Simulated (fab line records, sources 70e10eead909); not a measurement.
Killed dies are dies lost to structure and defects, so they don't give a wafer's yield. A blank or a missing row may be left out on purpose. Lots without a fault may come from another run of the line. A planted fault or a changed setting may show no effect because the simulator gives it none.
A struck lot beside a sound one | flow nand_harc | 15 steps out of a route of 1159
Sound: wafers L140.4, L140.5, L140.6. Struck: wafer L153.6. (L153.4, L153.5 of the same lot were not struck and are left out.) The cause comes at the end.
At each step with rows: each side's tool, then ch and its chambers, then its first start. Under that, the readings that differ: sound wafers | struck wafers | difference of the means | sigmas: that difference in standard deviations of wafers without a fault.
alike: readings whose means differ by less than 2 such deviations, and words and numbers that are the same on both sides. not compared: withheld readings, readings that some wafer has no value for, bounds like >300 that may hide the same value, and numbers for which the record gives no deviation and whose values overlap.
The two part at a step that has a row with sigmas, a row that says differs or no value, or rows on one side only. Numbers that don't overlap but have no deviation are shown without sigmas and don't part them. A reading that every wafer of one side lacks parts them only if that side has two wafers or more.

first, 8 steps without rows for these wafers: NHARC_P_GATE_DEHYDRATE_18 (time 120 s); NHARC_P_GATE_HMDS_19 (time 30 s); NHARC_P_GATE_COAT_20 (resist thk 90 nm); NHARC_P_GATE_SOFTBAKE_21 (time 55 s); NHARC_P_GATE_EBR_22; NHARC_P_GATE_EXPOSE_23 (exposes mask P GATE, target cd 120 nm); NHARC_P_GATE_PEB_24 (peb time 65 s); NHARC_P_GATE_DEVELOP_25 (develop time 35 s).
NHARC_P_GATE_CD_MEAS_26: target cd 120 nm.
  sound on cd_sem-01 ch 0, day 5 14:23; struck on cd_sem-03 ch 0, day 8 22:52
  reading    | sound             | struck | difference | sigmas
  cd_nm (nm) | 119.1 119.5 119.3 | 120.9  | +1.6       | +3
NHARC_P_GATE_OVL_MEAS_27:
  sound on overlay-02, day 5 14:28; struck on overlay-01, day 8 22:57
  alike: overlay_x_nm, overlay_y_nm
NHARC_P_GATE_INSPECT_28:
  sound on defect_inspect-01, day 5 14:30; struck on defect_inspect-02, day 8 22:59
  reading          | sound | struck | difference | sigmas
  raw_defect_count | 7 3 6 | 17     | +12        | +4
NHARC_P_GATE_DESCUM_31: chemistry O2, time 3 s.
  sound on rie_diel-01 ch 0,3, day 5 14:34; struck on rie_diel-01 ch 0, day 8 23:03
  reading               | sound             | struck | difference | sigmas
  oes_product_au (a.u.) | 1.000 1.000 0.997 | 1.017  | +0.018     | +3
  alike: chamber_pressure_mTorr, drypump_motor_current_A, rf_vpp_V, showerhead_plenum_p_Torr, throttle_valve_pct
  not compared: rf_hours_counter_h
NHARC_P_GATE_ETCH_104: etches the open film in CF4/CHF3, target depth 60 nm.
  sound on rie_diel-01 ch 0,3, day 5 14:39; struck on rie_diel-01 ch 2, day 8 23:09
  reading                         | sound             | struck | difference | sigmas
  oes_product_au (a.u.)           | 0.966 0.958 0.948 | 0.907  | -0.050     | -3
  rf_fwd_power_W (W)              | 490.6 491.7 492.1 | 431.6  | -59.9      | -22
  rf_vpp_V (V)                    | 368.0 366.9 372.2 | 374.3  | +5.3       | +2
  showerhead_plenum_p_Torr (Torr) | 1.47 1.47 1.61    | 1.65   | +0.13      | +2
  alike: chamber_pressure_mTorr, drypump_motor_current_A, throttle_valve_pct
NHARC_P_GATE_HM_OPEN_105: chemistry O2/COS, target depth 360 nm.
  sound on rie_diel-01 ch 0,1; struck on rie_diel-01 ch 0
  reading                        | sound                | struck | difference | sigmas
  chamber_pressure_mTorr (mTorr) | 20.006 20.009 20.049 | 19.977 | -0.044     | -3
  oes_product_au (a.u.)          | 0.997 0.992 0.994    | 1.012  | +0.018     | +2
  alike: drypump_motor_current_A, rf_vpp_V, showerhead_plenum_p_Torr, throttle_valve_pct
  not compared: rf_hours_counter_h
then, 1 step without rows for these wafers: NHARC_END_SORT_01.

WHERE THEY PART
First at NHARC_P_GATE_CD_MEAS_26; last, within this record, at NHARC_P_GATE_HM_OPEN_105.

WHY: what the simulator had put in
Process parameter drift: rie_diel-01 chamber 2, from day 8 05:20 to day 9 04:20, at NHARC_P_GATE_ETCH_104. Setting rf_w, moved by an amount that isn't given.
